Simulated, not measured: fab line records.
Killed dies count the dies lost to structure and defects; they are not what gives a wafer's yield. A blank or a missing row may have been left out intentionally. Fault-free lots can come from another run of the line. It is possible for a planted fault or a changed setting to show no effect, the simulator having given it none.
fab line records	flow nandHarc
record lots=6	wafers=18	lastDay=33
route steps=1302 shown A_CONTACT@1007 END@1302
lots that met no fault: taken from a fault-free run of the same line
startH: hours from the record's first day to the start of the lot's first wafer shown	waitH: time in hours since the lot's previous step	" unchanged from the row above	L1.1+2: a row that stands for several wafers	- value missing, or start not given	* or withheld: withheld	< > ~ a bound
route shown NAME@n: NAME is a module with steps in the file, n the number in the route of the first one	usual: the fault-free wafers' mean and standard deviation	same: alike in all rows	chamber/n: place in a boat	sites: per-site readings	_std_site: how widely they spread, as a standard deviation	_edge_site: the outer-site mean with the inner-site mean subtracted	radiusMm: how far each site lies from the wafer's centre	mask NAME#n: copy n	behind: the last tool/chamber to shape the wafer	hold: why the lot was held/for how many hours/how that ended	device: whichever transistor did not switch (one of n, p or np)	end of line: the route-end tests of the same wafers	a step given without rows: its recipe and nothing more	killed: the dies lost at the first sort to structure and to defects; this is not the yield of the wafer	map: dies across one wafer; x = killed, . = not, _ = none there
set.NAME: the setting as run; set.NAME@STEP: as run at that earlier step	model.NAME: the simulator's own value behind a step, which no gauge read
certain route steps with their lots: each step a table, each wafer a row
services: the hour from which a tool's chamber was out of use, counted from the record's first day as startH (under 0 if before that day), plus the number of hours and why
## steps
# step NHARC_A_CONTACT_ETCH_113
# recipe sourceW=withheld	pressureMtorr=20	biasV=3000	timeS=190	targetDepthA=18500	arFlowSccm=withheld	c4f8FlowSccm=withheld	o2FlowSccm=withheld	chemistry=C4F8/O2/Ar
# step NHARC_A_CONTACT_ETCH_114
# recipe sourceW=withheld	pressureMtorr=20	biasV=3000	timeS=190	targetDepthA=18500	arFlowSccm=withheld	c4f8FlowSccm=withheld	o2FlowSccm=withheld	chemistry=C4F8/O2/Ar
# step NHARC_A_CONTACT_ETCH_115
# recipe sourceW=withheld	pressureMtorr=20	biasV=3000	timeS=190	targetDepthA=18500	arFlowSccm=withheld	c4f8FlowSccm=withheld	o2FlowSccm=withheld	chemistry=C4F8/O2/Ar
# step NHARC_A_CONTACT_ETCH_116
# recipe sourceW=withheld	pressureMtorr=20	biasV=3000	timeS=190	targetDepthA=18500	arFlowSccm=withheld	c4f8FlowSccm=withheld	o2FlowSccm=withheld	chemistry=C4F8/O2/Ar
# step NHARC_A_CONTACT_ETCH_117
# recipe sourceW=withheld	pressureMtorr=20	biasV=3000	timeS=190	targetDepthA=18500	arFlowSccm=withheld	c4f8FlowSccm=withheld	o2FlowSccm=withheld	chemistry=C4F8/O2/Ar
# step NHARC_A_CONTACT_ETCH_118
# recipe sourceW=withheld	pressureMtorr=20	biasV=3000	timeS=190	targetDepthA=18500	arFlowSccm=withheld	c4f8FlowSccm=withheld	o2FlowSccm=withheld	chemistry=C4F8/O2/Ar
# step NHARC_A_CONTACT_ETCH_119
# recipe sourceW=withheld	pressureMtorr=20	biasV=3000	timeS=190	targetDepthA=18500	arFlowSccm=withheld	c4f8FlowSccm=withheld	o2FlowSccm=withheld	chemistry=C4F8/O2/Ar
# usual oesAirLineAu=1.004/0.023
lot.wafer	tool	chamber	startH	waitH	oesAirLineAu	rfHoursCounterH
L822.1	harCapEtch-03	0	582.25	0.1	0.983	58
L822.4	"	0	"	"	1.011	-
L822.6	"	0	"	"	0.975	-
L826.2	harCapEtch-03	1	628.30	0.2	1.054	63
L826.1	"	0	"	"	0.999	63
L826.3	"	1	"	"	1.019	-
L829.4	harCapEtch-01	1	656.28	0.1	0.988	-
L829.3	"	0	"	"	1.005	-
L829.5	"	0	"	"	0.984	-
L830.3	harCapEtch-02	1	661.98	0.1	0.994	-
L830.4	"	0	"	"	0.997	-
L830.5	"	1	"	"	0.976	-
L828.1	harCapEtch-01	0	664.98	0.1	0.987	26
L828.3	"	1	"	"	0.978	-
L828.5	"	1	"	"	1.012	-
L836.1	harCapEtch-02	1	728.28	0.1	0.990	128
L836.2	"	0	"	"	1.037	128
L836.5	"	1	"	"	0.991	-
# step NHARC_A_CONTACT_ETCH_120
# recipe sourceW=withheld	pressureMtorr=20	biasV=3000	timeS=190	targetDepthA=18500	arFlowSccm=withheld	c4f8FlowSccm=withheld	o2FlowSccm=withheld	chemistry=C4F8/O2/Ar
# step NHARC_A_CONTACT_ETCH_121
# recipe sourceW=withheld	pressureMtorr=20	biasV=3000	timeS=190	targetDepthA=18500	arFlowSccm=withheld	c4f8FlowSccm=withheld	o2FlowSccm=withheld	chemistry=C4F8/O2/Ar
# usual oesAirLineAu=1.000/0.02
lot.wafer	tool	chamber	startH	waitH	oesAirLineAu	rfHoursCounterH
L822.1	harCapEtch-03	0	582.59	0.1	0.978	58
L822.4	"	0	"	"	0.984	-
L822.6	"	0	"	"	1.022	-
L826.2	harCapEtch-03	1	628.76	0.2	1.027	64
L826.1	"	0	"	"	0.969	64
L826.3	"	1	"	"	0.976	-
L829.4	harCapEtch-01	1	656.62	0.1	0.969	-
L829.3	"	0	"	"	0.990	-
L829.5	"	0	"	"	0.988	-
L830.3	harCapEtch-02	1	662.33	0.1	1.008	-
L830.4	"	0	"	"	1.010	-
L830.5	"	1	"	"	0.990	-
L828.1	harCapEtch-01	0	665.32	0.1	1.011	27
L828.3	"	1	"	"	0.995	-
L828.5	"	1	"	"	0.985	-
L836.1	harCapEtch-02	1	728.63	0.1	0.996	128
L836.2	"	0	"	"	0.974	128
L836.5	"	1	"	"	1.013	-
# step NHARC_A_CONTACT_ETCH_122
# recipe sourceW=withheld	pressureMtorr=20	biasV=3000	timeS=190	targetDepthA=18500	arFlowSccm=withheld	c4f8FlowSccm=withheld	o2FlowSccm=withheld	chemistry=C4F8/O2/Ar
# step NHARC_A_CONTACT_ETCH_123
# recipe sourceW=withheld	pressureMtorr=20	biasV=400	timeS=490	targetDepthA=21100	arFlowSccm=withheld	c4f8FlowSccm=11.5	o2FlowSccm=7.2	chemistry=C4F8/O2/Ar
# step NHARC_A_CONTACT_ETCH_90
# recipe targetDepthA=400	overEtchFrac=0.5	timeS=85.7	ionEnergyEv=120	ch3fFlowSccm=50	o2FlowSccm=30	arFlowSccm=200	rfW=500	biasW=100	chemistry=CH3F/O2
# step NHARC_A_CONTACT_ETCH_96
# recipe targetDepthA=200	overEtchFrac=0.5	timeS=10	ionEnergyEv=250	c4f6FlowSccm=25	o2FlowSccm=20	arFlowSccm=500	rfW=600	biasW=500	chemistry=C4F6/O2
# usual drypumpMotorCurrentA=5.6/0.48	oesProductAu=0.98/0.031	rfVppV=547.9/2.1	showerheadPlenumPTorr=3.97/0.097	throttleValvePct=26.902/0.0091
lot.wafer	tool	chamber	startH	waitH	drypumpMotorCurrentA	oesProductAu	rfHoursCounterH	rfVppV	showerheadPlenumPTorr	throttleValvePct
L822.1	rieDiel-13	2	584.04	0.1	6.0	0.96	11	550.5	4.06	26.913
L822.4	"	2	"	"	6.0	0.95	-	549.5	4.06	26.902
L822.6	"	1	"	"	6.1	0.94	-	549.1	4.00	26.904
L826.1	rieDiel-13	2	630.50	-	6.0	0.97	19	549.8	4.05	26.896
L826.2	"	3	"	"	5.2	0.94	17	548.9	4.00	26.900
L826.3	"	0	"	"	5.8	0.99	11	545.0	3.90	26.891
L829.4	rieDiel-05	2	658.03	-	5.9	0.94	19	548.8	3.91	26.920
L829.3	"	3	"	"	5.8	0.95	21	547.8	3.95	26.908
L829.5	"	1	"	"	4.7	0.95	-	545.8	3.85	26.897
L830.3	rieDiel-13	3	663.75	0.1	5.2	1.01	23	549.2	4.00	26.898
L830.4	"	3	"	"	5.2	1.01	-	549.7	4.00	26.894
L830.5	"	2	"	"	6.0	1.02	-	551.0	4.05	26.914
L828.1	rieDiel-13	0	666.76	-	5.8	1.01	14	546.5	3.90	26.907
L828.3	"	2	"	"	6.0	1.01	26	548.7	4.05	26.899
L828.5	"	3	"	"	5.2	1.02	-	548.7	4.00	26.916
L836.2	rieDiel-02	0	730.09	-	4.9	0.95	49	548.1	4.01	26.906
L836.1	"	3	"	"	5.1	0.95	51	542.9	3.74	26.909
L836.5	"	0	"	"	4.9	0.96	-	550.1	4.01	26.900
# step NHARC_A_CONTACT_CD_MEAS_53
# usual cdNm=289.5/0.8
lot.wafer	tool	chamber	startH	waitH	cdNm
L822.1	cdSem-01	-	584.13	-	289.6
L822.4	"	-	"	"	289.2
L822.6	"	-	"	"	290.0
L826.1	cdSem-01	-	630.58	-	289.3
L826.2	"	-	"	"	290.4
L826.3	"	-	"	"	289.9
L829.3	cdSem-03	-	658.11	-	289.7
L829.4	"	-	"	"	289.1
L829.5	"	-	"	"	289.7
L830.3	cdSem-03	-	663.84	-	289.0
L830.4	"	-	"	"	289.0
L830.5	"	-	"	"	289.6
L828.1	cdSem-02	-	666.84	-	289.6
L828.3	"	-	"	"	289.6
L828.5	"	-	"	"	289.4
L836.1	cdSem-03	-	730.17	-	287.0
L836.2	"	-	"	"	287.4
L836.5	"	-	"	"	286.9
# step NHARC_A_CONTACT_STRIP_99
# recipe n2FlowSccm=150	h2FlowSccm=150	arFlowSccm=0	biasW=0	chemistry=N2/H2
# step NHARC_A_CONTACT_STRIP_100
# recipe cf4FlowSccm=100	chf3FlowSccm=30	arFlowSccm=0	biasW=0	chemistry=CF4/CHF3
# step NHARC_A_CONTACT_STRIP_101
# recipe o2FlowSccm=400	cosFlowSccm=20	arFlowSccm=0	biasW=0	chemistry=O2/COS
# step NHARC_A_CONTACT_ETCH_102
# recipe targetDepthA=1000	overetchA=100	timeS=55	ionEnergyEv=100	cf4FlowSccm=80	o2FlowSccm=20	arFlowSccm=0	rfW=300	biasW=100	chemistry=CF4/O2
# step NHARC_A_CONTACT_STRIP_55
# recipe o2FlowSccm=500	arFlowSccm=0	biasW=0	chemistry=O2
# usual drypumpMotorCurrentA=5.5/0.5	oesProductAu=0.999/0.01	rfVppV=57.9/0.92	showerheadPlenumPTorr=3.57/0.097	throttleValvePct=17.037/0.0097
lot.wafer	tool	chamber	startH	waitH	drypumpMotorCurrentA	oesProductAu	rfHoursCounterH	rfVppV	showerheadPlenumPTorr	throttleValvePct
L822.1	rieDiel-02	0	-	-	4.9	0.992	1	57.5	3.63	17.027
L822.4	"	2	"	"	5.7	0.990	1	59.4	3.53	17.052
L822.6	"	0	"	"	4.9	0.998	-	58.1	3.63	17.050
L826.1	rieDiel-13	3	-	-	5.2	1.009	17	58.5	3.60	17.044
L826.3	"	1	"	"	6.0	1.005	18	59.9	3.59	17.034
L826.2	"	2	"	"	6.0	1.029	19	57.7	3.65	17.041
L829.4	rieDiel-05	0	-	-	4.6	0.998	18	56.9	3.71	17.034
L829.3	"	1	"	"	4.7	0.986	18	56.4	3.46	17.040
L829.5	"	1	"	"	4.7	0.996	-	58.0	3.46	17.043
L830.3	rieDiel-13	1	-	-	6.1	0.997	24	58.1	3.59	17.012
L830.4	"	2	"	"	6.1	1.017	25	59.7	3.64	17.039
L830.5	"	1	"	"	6.1	1.000	-	57.8	3.59	17.032
L828.1	rieDiel-02	0	-	-	4.9	0.994	28	57.5	3.62	17.035
L828.3	"	1	"	"	6.1	0.991	29	57.9	3.69	17.047
L828.5	"	0	"	"	4.9	1.003	-	57.5	3.62	17.028
L836.1	rieDiel-13	0	-	-	5.8	1.011	2	56.3	3.50	17.026
L836.2	"	3	"	"	5.2	0.987	2	57.4	3.59	17.056
L836.5	"	0	"	"	5.8	1.013	-	58.8	3.50	17.029
# step NHARC_A_CONTACT_STRIP_56
# recipe timeS=600	tempC=30	chemistry=postEtchResidueRemover
# step NHARC_A_CONTACT_DEP_57
# recipe targetThkA=53000	tempC=400	material=aC
# step NHARC_A_CONTACT_DEP_58
# recipe targetThkA=900	targetThkNm=90	tempC=400	pressureTorr=3.5	flowSccm=200	rfW=350	material=SiON
# step NHARC_A_CONTACT_DEHYDRATE_59
# recipe tempC=150	timeS=120
# step NHARC_A_CONTACT_HMDS_60
# recipe timeS=30
# step NHARC_A_CONTACT_COAT_61
# recipe tempC=260	timeS=75
# step NHARC_A_CONTACT_COAT_62
# recipe tempC=225	timeS=65
# step NHARC_A_CONTACT_COAT_63
# recipe spinRpm=1500	resistThkNm=90
# step NHARC_A_CONTACT_SOFTBAKE_64
# recipe tempC=105	timeS=55
# step NHARC_A_CONTACT_EBR_65
# step NHARC_A_CONTACT_EXPOSE_66
# recipe na=1.35	sigmaOuter=0.8	doseMj=59.02	maskId=A_CC_2
# step NHARC_A_CONTACT_PEB_67
# recipe pebTempC=100	pebTimeS=65
# step NHARC_A_CONTACT_DEVELOP_68
# recipe developTimeS=35	devTempC=23
# step NHARC_A_CONTACT_CD_MEAS_69
# recipe targetCdNm=300	landingEnergyEv=500
# usual cdNm=300.0/0.57
lot.wafer	tool	chamber	startH	waitH	cdNm
L822.1	cdSem-02	0	589.06	-	300.5
L822.4	"	0	"	"	300.1
L822.6	"	0	"	"	300.8
L826.1	cdSem-01	0	636.03	-	300.7
L826.2	"	0	"	"	300.1
L826.3	"	0	"	"	300.0
L829.3	cdSem-02	0	663.06	-	299.6
L829.4	"	0	"	"	300.7
L829.5	"	0	"	"	300.3
L830.3	cdSem-02	0	668.88	-	299.8
L830.4	"	0	"	"	300.1
L830.5	"	0	"	"	298.8
L828.1	cdSem-02	0	673.05	-	299.9
L828.3	"	0	"	"	300.1
L828.5	"	0	"	"	300.5
L836.1	cdSem-02	0	735.10	-	299.2
L836.2	"	0	"	"	300.2
L836.5	"	0	"	"	300.1
# step NHARC_A_CONTACT_OVL_MEAS_70
# usual overlayXNm=0.0/0.79	overlayYNm=0.0/0.83
lot.wafer	tool	chamber	startH	waitH	overlayXNm	overlayYNm
L822.1	overlay-02	-	589.15	-	-1.3	1.0
L822.4	"	-	"	"	-1.0	0.8
L822.6	"	-	"	"	-1.1	0.7
L826.1	overlay-02	-	636.12	-	0.4	-0.4
L826.2	"	-	"	"	0.2	-0.8
L826.3	"	-	"	"	1.2	-0.9
L829.3	overlay-01	-	663.15	-	0.9	-1.2
L829.4	"	-	"	"	0.1	-0.7
L829.5	"	-	"	"	0.7	-1.0
L830.3	overlay-01	-	668.96	-	0.2	0.2
L830.4	"	-	"	"	0.5	-0.4
L830.5	"	-	"	"	0.3	-0.2
L828.1	overlay-01	-	673.14	-	-0.2	-1.4
L828.3	"	-	"	"	0.0	-1.1
L828.5	"	-	"	"	-0.2	-0.7
L836.1	overlay-02	-	735.19	-	1.1	0.3
L836.2	"	-	"	"	0.7	0.5
L836.5	"	-	"	"	1.0	0.4
# step NHARC_A_CONTACT_DESCUM_74
# recipe timeS=3	o2FlowSccm=200	arFlowSccm=0	biasPowerW=0	chemistry=O2
# step NHARC_A_CONTACT_ETCH_75
# recipe targetDepthA=390	overEtchFrac=0.3	timeS=65	ionEnergyEv=80	cf4FlowSccm=150	arFlowSccm=0	rfW=300	biasW=100	chemistry=CF4
# step NHARC_A_CONTACT_ETCH_76
# recipe targetDepthA=2600	overEtchFrac=0.3	timeS=475.3	ionEnergyEv=200	n2FlowSccm=150	h2FlowSccm=150	arFlowSccm=0	rfW=400	biasW=150	chemistry=N2/H2
# step NHARC_A_CONTACT_ETCH_77
# recipe targetDepthA=1089	timeS=54.5	cf4FlowSccm=100	chf3FlowSccm=30	arFlowSccm=0	rfW=500	biasW=200	chemistry=CF4/CHF3
# step NHARC_A_CONTACT_ETCH_78
# recipe targetDepthA=53000	overEtchFrac=0.3	timeS=1378	ionEnergyEv=150	o2FlowSccm=400	cosFlowSccm=20	arFlowSccm=0	rfW=500	biasW=300	chemistry=O2/COS
# step NHARC_A_CONTACT_ETCH_124
# recipe sourceW=withheld	pressureMtorr=20	biasV=withheld	timeS=140	targetDepthA=7000	arFlowSccm=withheld	c4f8FlowSccm=withheld	o2FlowSccm=withheld	chemistry=C4F8/O2/Ar
# usual oesAirLineAu=1.000/0.022
lot.wafer	tool	chamber	startH	waitH	oesAirLineAu	rfHoursCounterH
L822.1	harCapEtch-01	0	590.96	-	0.966	14
L822.4	"	1	"	"	1.004	-
L822.6	"	1	"	"	1.026	-
L826.1	harCapEtch-02	0	637.76	-	0.976	108
L826.2	"	1	"	"	1.024	108
L826.3	"	1	"	"	1.005	-
L829.4	harCapEtch-02	0	667.55	-	0.943	-
L829.3	"	1	"	"	0.975	-
L829.5	"	1	"	"	0.984	-
L830.4	harCapEtch-03	0	670.69	-	0.979	-
L830.3	"	1	"	"	0.975	-
L830.5	"	0	"	"	1.017	-
L828.1	harCapEtch-02	0	674.77	-	0.938	115
L828.3	"	1	"	"	0.998	-
L828.5	"	0	"	"	0.958	-
L836.1	harCapEtch-03	0	736.83	-	1.007	82
L836.2	"	1	"	"	1.027	82
L836.5	"	0	"	"	1.043	-
# step NHARC_A_CONTACT_ETCH_125
# recipe sourceW=withheld	pressureMtorr=20	biasV=3000	timeS=197	targetDepthA=19180	arFlowSccm=withheld	c4f8FlowSccm=withheld	o2FlowSccm=withheld	chemistry=C4F8/O2/Ar
# usual oesAirLineAu=0.998/0.019
lot.wafer	tool	chamber	startH	waitH	oesAirLineAu	rfHoursCounterH
L822.1	harCapEtch-01	0	591.15	0.2	0.995	14
L822.4	"	1	"	"	0.986	-
L822.6	"	1	"	"	1.013	-
L826.1	harCapEtch-02	0	637.96	0.2	1.037	108
L826.2	"	1	"	"	1.011	108
L826.3	"	1	"	"	1.034	-
L829.4	harCapEtch-02	0	667.74	0.2	0.989	-
L829.3	"	1	"	"	1.018	-
L829.5	"	1	"	"	1.019	-
L830.4	harCapEtch-03	0	670.94	0.2	1.014	-
L830.3	"	1	"	"	0.993	-
L830.5	"	0	"	"	0.998	-
L828.1	harCapEtch-02	0	674.97	0.2	1.006	115
L828.3	"	1	"	"	1.012	-
L828.5	"	0	"	"	1.015	-
L836.1	harCapEtch-03	0	737.02	0.2	1.015	82
L836.2	"	1	"	"	0.993	82
L836.5	"	0	"	"	1.035	-
# step NHARC_END_SORT_01
# recipe tempC=25
# usual killedAtArray=52/18	killedAtOther=0.6/1.1	killedAtPeriphery=3.7/2.4	killedDies=57/19	killedOpen=3.1/1.7	killedShort=2.5/1.7
# same grossDies=677
lot.wafer	tool	chamber	startH	waitH	killedAtArray	killedAtOther	killedAtPeriphery	killedDies	killedOpen	killedShort
L822.1	prober-02	0	646.25	2.5	33	0	0	33	2	0
L822.4	prober-02	0	648.63	3.4	33	0	3	36	5	0
L822.6	prober-02	0	650.22	4.0	34	1	3	38	2	2
L826.1	prober-02	0	694.00	2.5	26	0	3	29	2	4
L826.2	prober-02	0	694.81	2.8	20	0	1	21	3	3
L826.3	prober-02	0	695.61	3.1	19	1	3	23	5	3
L830.3	prober-01	0	731.45	3.1	122	0	3	125	5	1
L830.4	prober-01	0	732.24	3.4	128	0	2	130	4	1
L830.5	prober-01	0	733.02	3.6	179	0	3	182	1	4
L828.1	prober-02	0	733.11	2.5	96	2	4	102	2	1
L828.3	prober-02	0	734.71	3.1	137	0	3	140	5	4
L828.5	prober-02	0	736.30	3.7	85	1	6	92	3	3
L836.1	prober-01	0	794.56	2.5	52	2	4	58	3	1
L836.2	prober-01	0	795.37	2.8	72	0	2	74	6	3
L836.5	prober-01	0	797.79	3.7	59	1	3	63	0	7
# killed by level:class
L822.1 A_CHANNEL_HOLE_D2:chamberFilmFlake=17 A_CONTACT:chamberFilmFlake=6 A_CHANNEL_HOLE_D1:chamberFilmFlake=4 A_DECK1_JOINT:chamberFilmFlake=2 A_ONON_D1:geometricParticle:open=1 A_CHANNEL_FILL_D2:geometricParticle:open=1 A_CHANNEL_FILL_D1:chamberFilmFlake=1 A_WL_FILL:chamberFilmFlake=1
L822.4 A_CHANNEL_HOLE_D2:chamberFilmFlake=15 A_CHANNEL_HOLE_D1:chamberFilmFlake=8 A_CONTACT:chamberFilmFlake=3 A_CHANNEL_FILL_D1:chamberFilmFlake=2 P_M0:geometricParticle:open=1 P_M2:geometricParticle:open=1 A_CHANNEL_FILL_D1:geometricParticle:open=1 A_CHANNEL_FILL_D2:geometricParticle:open=1
L822.6 A_CHANNEL_HOLE_D2:chamberFilmFlake=19 A_CONTACT:chamberFilmFlake=7 P_ZERO_WELL:chamberFilmFlake=3 A_CHANNEL_HOLE_D1:chamberFilmFlake=2 A_ONON_D1:geometricParticle:short=1 A_CHANNEL_FILL_D2:geometricParticle:open=1 A_CONTACT:geometricParticle:open=1 A_CONTACT:geometricParticle:short=1
L826.1 A_CHANNEL_HOLE_D1:chamberFilmFlake=10 A_SLIT:chamberFilmFlake=6 A_STAIRCASE:chamberFilmFlake=3 A_CONTACT:chamberFilmFlake=3 P_GATE:geometricParticle:open=1 P_M0:geometricParticle:short=1 P_M0:geometricParticle:open=1 A_ONON_D2:geometricParticle:short=1
L826.2 A_CHANNEL_HOLE_D1:chamberFilmFlake=4 A_CONTACT:chamberFilmFlake=4 A_STAIRCASE:chamberFilmFlake=3 A_SLIT:chamberFilmFlake=2 P_M0:geometricParticle:short=1 A_CHANNEL_HOLE_D1:geometricParticle:short=1 A_CHANNEL_FILL_D2:geometricParticle:open=1 A_CHANNEL_FILL_D2:geometricParticle:short=1
L826.3 A_CHANNEL_HOLE_D1:chamberFilmFlake=5 A_CONTACT:chamberFilmFlake=5 A_CONTACT:geometricParticle:open=2 A_STAIRCASE:chamberFilmFlake=2 P_CONTACT:geometricParticle:open=1 P_M0:geometricParticle:open=1 P_M0:geometricParticle:short=1 A_ONON_D1:geometricParticle:short=1
L830.3 A_CONTACT:unspecified=59 A_SLIT:chamberFilmFlake=38 A_CHANNEL_HOLE_D1:chamberFilmFlake=19 A_CHANNEL_FILL_D2:geometricParticle:open=2 P_GATE:geometricParticle:open=1 P_M0:geometricParticle:open=1 A_CHANNEL_FILL_D1:geometricParticle:short=1 A_BLC:geometricParticle:open=1
L830.4 A_CONTACT:unspecified=52 A_CHANNEL_HOLE_D1:chamberFilmFlake=32 A_SLIT:chamberFilmFlake=26 A_CONTACT:chamberFilmFlake=7 A_M0:geometricParticle:open=2 A_STAIRCASE:chamberFilmFlake=2 A_ONON_D1:geometricParticle:short=1 A_CHANNEL_HOLE_D1:geometricParticle:open=1
L830.5 A_CONTACT:unspecified=101 A_SLIT:chamberFilmFlake=40 A_CHANNEL_HOLE_D1:chamberFilmFlake=20 A_STAIRCASE:chamberFilmFlake=6 A_CONTACT:chamberFilmFlake=4 A_BONDPAD:chamberFilmFlake=3 A_CHANNEL_FILL_D1:geometricParticle:short=1 A_DECK1_JOINT:geometricParticle:short=1
L828.1 A_CONTACT:unspecified=68 A_CHANNEL_HOLE_D1:chamberFilmFlake=13 A_SLIT:chamberFilmFlake=5 A_STAIRCASE:chamberFilmFlake=3 A_CONTACT:chamberFilmFlake=3 THIN_TSV:chamberFilmFlake=2 P_GATE:chamberFilmFlake=2 P_M2:chamberFilmFlake=2
L828.3 A_CONTACT:unspecified=96 A_CHANNEL_HOLE_D1:chamberFilmFlake=13 A_CONTACT:chamberFilmFlake=8 A_SLIT:chamberFilmFlake=7 A_DECK1_JOINT:geometricParticle:short=2 P_M2:chamberFilmFlake=2 A_STAIRCASE:chamberFilmFlake=2 A_WL_FILL:chamberFilmFlake=2
L828.5 A_CONTACT:unspecified=56 A_CHANNEL_HOLE_D1:chamberFilmFlake=12 A_SLIT:chamberFilmFlake=6 P_GATE:chamberFilmFlake=4 A_CONTACT:chamberFilmFlake=4 P_STI:geometricParticle:short=1 A_ONON_D1:geometricParticle:open=1 A_CHANNEL_FILL_D1:geometricParticle:short=1
L836.1 A_SLIT:chamberFilmFlake=23 A_CHANNEL_HOLE_D2:chamberFilmFlake=14 A_CONTACT:chamberFilmFlake=6 A_STAIRCASE:chamberFilmFlake=3 P_ZERO_WELL:chamberFilmFlake=2 A_DECK1_JOINT:chamberFilmFlake=2 THIN_TSV:chamberFilmFlake=2 P_M2:geometricParticle:open=1
L836.2 A_SLIT:chamberFilmFlake=26 A_CHANNEL_HOLE_D2:chamberFilmFlake=25 A_CONTACT:chamberFilmFlake=7 A_CHANNEL_FILL_D2:geometricParticle:open=3 A_WL_FILL:geometricParticle:short=2 A_DECK1_JOINT:chamberFilmFlake=2 A_STAIRCASE:chamberFilmFlake=2 P_M0:geometricParticle:open=1
L836.5 A_SLIT:chamberFilmFlake=26 A_CHANNEL_HOLE_D2:chamberFilmFlake=15 A_CONTACT:chamberFilmFlake=7 P_M0:geometricParticle:short=2 A_WL_FILL:geometricParticle:short=2 A_STAIRCASE:chamberFilmFlake=2 A_BLC:chamberFilmFlake=2 A_CHANNEL_FILL_D1:geometricParticle:short=1
# map L828.3 (x killed, . not)
____________.____________
_________......._________
_______.....x..x.x_______
______xx.x...xx.x..______
_____...x..x....x..x_____
____.x.x.x.x..x......____
____..x..x.....x..x..____
___...xx..............___
___........x...xxx....___
__............x.x.x....__
__.....................__
_......................._
_..............x........_
_......................._
_......................._
_............x...x......_
.........................
.........................
.........................
.........................
.......x..........x......
_................x..x..._
_......................._
_.......xx............x._
_..x...xxxxxx..........._
_....x.xxxxx............_
__....xxxxxxx.........x__
__...xxxxxxxx..........__
___..xxxxxxxxx.x......___
___x.xxxxxxxxxx.......___
____.xxxxxxxxx.......____
____.xxxxxxxxxx......____
_____xxxxxxxxx....x._____
______xxxxxxxx.....______
_______xxxxxxx...._______
_________xxxx..._________
____________x____________
# map L830.5 (x killed, . not)
____________.____________
_________...x..._________
_______.......x..x_______
______.....xxxxxx..______
_____.....xxxxxxx..._____
____.......xx.xxx....____
____x....xx...xxx..x.____
___.......x.xxxx......___
___..........xxx......___
__..........x.xxx......__
__..........x.x........__
_......................._
_.........x...x..x......_
_......................._
_...........xx.........._
_..........x.x.........._
............x........x..x
.....................x.xx
........................x
..........x...........xxx
................x.....xxx
_......x...............x_
_.................xx.xxx_
_.....x....xx.....xx..xx_
_......xxxxxx.........xx_
_......xxxxxx..........._
__....xxxxxxx.x......x.__
__..xxxxxxxxxx......x..__
___.xxxxxxxxxx........___
___..xxxxxxxxx.x......___
____xxxxxxxxxx.......____
____.xxxxxxxxxx......____
_____xxxxxxxx.x...x._____
______xxxxxxxx.x...______
_______xxxxxxx...._______
_________xxxx..._________
____________.____________
## services
tool	chamber	startH	hours	kind
rieDiel-02	-	572.37	9.0	pm
rieDiel-13	0	577.64	-	clean
rieDiel-13	1	577.64	-	clean
rieDiel-13	2	577.64	-	clean
rieDiel-13	3	577.64	-	clean
rieDiel-13	0	580.67	9.0	repair
rieDiel-05	-	586.36	9.0	pm
rieDiel-13	2	598.16	1.7	repair
rieDiel-13	0	602.14	-	clean
rieDiel-13	1	602.14	-	clean
rieDiel-13	2	602.14	-	clean
rieDiel-13	3	602.14	-	clean
rieDiel-13	0	607.98	22.1	repair
rieDiel-02	2	615.15	3.0	repair
rieDiel-13	1	626.64	-	clean
rieDiel-13	2	626.64	-	clean
rieDiel-13	3	626.64	-	clean
rieDiel-13	3	631.30	3.7	repair
rieDiel-05	0	646.93	4.1	repair
rieDiel-13	0	651.41	12.4	repair
rieDiel-05	2	676.54	28.7	repair
rieDiel-13	-	696.53	9.0	pm
rieDiel-02	0	725.99	1.9	repair
rieDiel-13	2	736.92	2.9	repair
## key
firstSign step=NHARC_END_SORT_01	reading=killedAtArray	direction=up	sigmas=3.9	usual=52	struck=124
effect step=NHARC_END_SORT_01	reading=killedDies	direction=up	sigmas=3.7	usual=57	struck=128
moreKillsBornAt NHARC_A_CONTACT_ETCH_96@rieDiel-13=432
metAt NHARC_A_CONTACT_ETCH_96
struckWafers L828.1,L828.3,L828.5,L830.3,L830.4,L830.5
testerLeftOut L828,L830
onsetBetween 630.50 663.75
fault kind=chamberParticleSource	tool=rieDiel-13	chamber=-	onsetH=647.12	steps=NHARC_A_CONTACT_ETCH_96	ratePerVisitCm2=2.2388	endH=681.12
# testerLeftOut: of these lots the tester's yield and bins aren't shown, on N5 and GAA mostly nor the transistor test; their killed dies are dies lost to structure and defects alone, not to doping, threshold or leakage, so they don't give the yield
